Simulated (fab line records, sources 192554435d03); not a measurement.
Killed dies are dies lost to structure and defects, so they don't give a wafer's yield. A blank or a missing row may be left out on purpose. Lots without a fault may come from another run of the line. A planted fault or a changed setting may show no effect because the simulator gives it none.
Chamber matching | flow n5_finfet | N5_FIN_SAQP_MANDREL_ETCH_22 on rie_si-05: 4 sister chambers
The step etches a-Si in HBr/Cl2, stops on SiNx, target depth 60 nm, bt time 10 s, time 30 s. 18 wafers are shown with their chamber, then 9 later ones without.

WAFERS WITH THEIR CHAMBER
wafer  | chamber | throttle_valve_pct (%) | drypump_motor_current_A (A) | oes_product_au (a.u.)
L074.1 | 0       | 34.5                   | 5.7                         | 0.768
L074.2 | 1       | 34.8                   | 5.1                         | 0.781
L074.4 | 3       | 35.9                   | 6.4                         | 0.786
L075.3 | 0       | 34.5                   | 5.7                         | 0.761
L075.4 | 3       | 36.0                   | 6.4                         | 0.768
L075.6 | 3       | 36.0                   | 6.4                         | 0.775
L077.4 | 3       | 36.0                   | 6.4                         | 0.782
L077.5 | 1       | 34.8                   | 5.2                         | 0.783
L077.6 | 2       | 35.3                   | 5.3                         | 0.778
L080.2 | 0       | 34.5                   | 5.7                         | 0.765
L080.3 | 1       | 34.9                   | 5.2                         | 0.781
L080.6 | 1       | 34.8                   | 5.2                         | 0.780
L081.2 | 1       | 34.9                   | 5.2                         | 0.764
L081.5 | 2       | 35.3                   | 5.4                         | 0.766
L081.6 | 3       | 36.0                   | 6.4                         | 0.778
L083.1 | 2       | 35.3                   | 5.3                         | 0.786
L083.2 | 3       | 36.0                   | 6.4                         | 0.777
L083.4 | 3       | 36.0                   | 6.4                         | 0.783

SIGNATURES (means of the wafers above)
reading                 | chamber 0 | chamber 1 | chamber 2 | chamber 3 | scatter within a chamber
throttle_valve_pct      | 34.500    | 34.840    | 35.300    | 35.986    | 0.0383
drypump_motor_current_A | 5.700     | 5.180     | 5.333     | 6.400     | 0.0324
oes_product_au          | 0.76467   | 0.77780   | 0.77667   | 0.77843   | 0.00699
Rule: a wafer's distance from a chamber is the root of the sum, over the readings, of the square of ((its reading less the chamber's mean) divided by the reading's scatter). The wafer belongs to the nearest chamber; if the next one is less than 2 further off, it can't be placed. The scatter: the root of (the sum of the squares of (reading less its chamber's mean) over the shown wafers, divided by (wafers less chambers)).

WAFERS WITHOUT THEIR CHAMBER
wafer  | throttle_valve_pct (%) | drypump_motor_current_A (A) | oes_product_au (a.u.)
L088.1 | 34.8                   | 5.2                         | 0.781
L088.5 | 34.9                   | 5.2                         | 0.781
L088.6 | 35.1                   | 5.7                         | 0.778
L093.1 | 35.1                   | 5.7                         | 0.761
L093.3 | 34.9                   | 5.2                         | 0.772
L093.4 | 35.1                   | 5.7                         | 0.774
L097.1 | 35.1                   | 5.7                         | 0.754
L097.4 | 34.9                   | 5.2                         | 0.784
L097.5 | 35.3                   | 5.4                         | 0.776

WHICH CHAMBER EACH WENT THROUGH
wafer  | from the rows above | in truth
L088.1 | 1                   | 1
L088.5 | 1                   | 1
L088.6 | 2                   | 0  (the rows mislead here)
L093.1 | 2                   | 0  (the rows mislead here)
L093.3 | 1                   | 1
L093.4 | 2                   | 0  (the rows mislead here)
L097.1 | 2                   | 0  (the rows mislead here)
L097.4 | 1                   | 1
L097.5 | 2                   | 2
Placed correctly: 5 of 9. Can't be placed from these rows: 0. Placed wrongly: 4.
